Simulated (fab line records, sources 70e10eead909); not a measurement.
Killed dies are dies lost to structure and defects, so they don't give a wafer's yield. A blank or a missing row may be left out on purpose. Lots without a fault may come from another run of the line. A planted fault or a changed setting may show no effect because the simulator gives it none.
Chamber matching | flow nand_harc | NHARC_A_CONTACT_ETCH_48 on rie_diel-08: 4 sister chambers
The step etches the open film in CF4, target depth 39 nm, time 65 s. 22 wafers are shown with their chamber, then 11 later ones without.

WAFERS WITH THEIR CHAMBER
wafer  | chamber | showerhead_plenum_p_Torr (Torr) | drypump_motor_current_A (A) | oes_product_au (a.u.)
L074.2 | 1       | 1.71                            | 6.6                         | 0.999
L074.3 | 2       | 1.75                            | 6.1                         | 1.013
L074.5 | 0       | 1.78                            | 5.6                         | 1.014
L075.2 | 2       | 1.75                            | 6.0                         | 1.009
L075.3 | 1       | 1.71                            | 6.6                         | 0.997
L075.4 | 2       | 1.75                            | 6.0                         | 1.003
L077.1 | 3       | 1.68                            | 5.2                         | 1.003
L077.4 | 0       | 1.78                            | 5.5                         | 1.028
L077.6 | 1       | 1.71                            | 6.5                         | 1.002
L081.2 | 1       | 1.71                            | 6.5                         | 1.003
L081.4 | 0       | 1.77                            | 5.6                         | 1.017
L081.5 | 2       | 1.75                            | 6.1                         | 1.020
L082.3 | 0       | 1.77                            | 5.6                         | 1.011
L082.5 | 1       | 1.71                            | 6.6                         | 1.007
L082.6 | 0       | 1.77                            | 5.6                         | 1.018
L083.1 | 3       | 1.68                            | 5.2                         | 0.991
L083.5 | 3       | 1.68                            | 5.2                         | 0.987
L083.6 | 2       | 1.75                            | 6.1                         | 0.995
L084.4 | 1       | 1.71                            | 6.5                         | 1.008
L084.5 | 2       | 1.75                            | 6.0                         | 1.002
L084.6 | 1       | 1.71                            | 6.6                         | 1.013
L093.1 | 0       | 1.77                            | 5.6                         | 1.019

SIGNATURES (means of the wafers above)
reading                  | chamber 0 | chamber 1 | chamber 2 | chamber 3 | scatter within a chamber
showerhead_plenum_p_Torr | 1.7733    | 1.7100    | 1.7500    | 1.6800    | 0.00272
drypump_motor_current_A  | 5.583     | 6.557     | 6.050     | 5.200     | 0.0474
oes_product_au           | 1.01783   | 1.00414   | 1.00700   | 0.99367   | 0.00701
Rule: a wafer's distance from a chamber is the root of the sum, over the readings, of the square of ((its reading less the chamber's mean) divided by the reading's scatter). The wafer belongs to the nearest chamber; if the next one is less than 2 further off, it can't be placed. The scatter: the root of (the sum of the squares of (reading less its chamber's mean) over the shown wafers, divided by (wafers less chambers)).

WAFERS WITHOUT THEIR CHAMBER
wafer  | showerhead_plenum_p_Torr (Torr) | drypump_motor_current_A (A) | oes_product_au (a.u.)
L093.4 | 1.75                            | 6.0                         | 1.012
L093.6 | 1.71                            | 6.5                         | 0.999
L095.1 | 1.77                            | 5.6                         | 0.984
L095.2 | 1.71                            | 6.5                         | 0.988
L095.4 | 1.67                            | 5.2                         | 1.004
L097.3 | 1.77                            | 5.6                         | 0.990
L097.5 | 1.75                            | 6.0                         | 0.987
L097.6 | 1.67                            | 5.2                         | 1.000
L096.1 | 1.77                            | 5.6                         | 0.997
L096.3 | 1.71                            | 6.5                         | 0.993
L096.4 | 1.75                            | 6.0                         | 0.989

WHICH CHAMBER EACH WENT THROUGH
wafer  | from the rows above | in truth
L093.4 | 2                   | 2
L093.6 | 1                   | 1
L095.1 | 0                   | 0
L095.2 | 1                   | 1
L095.4 | 3                   | 3
L097.3 | 0                   | 0
L097.5 | 2                   | 2
L097.6 | 3                   | 3
L096.1 | 0                   | 0
L096.3 | 1                   | 1
L096.4 | 2                   | 2
Placed correctly: 11 of 11. Can't be placed from these rows: 0. Placed wrongly: 0.
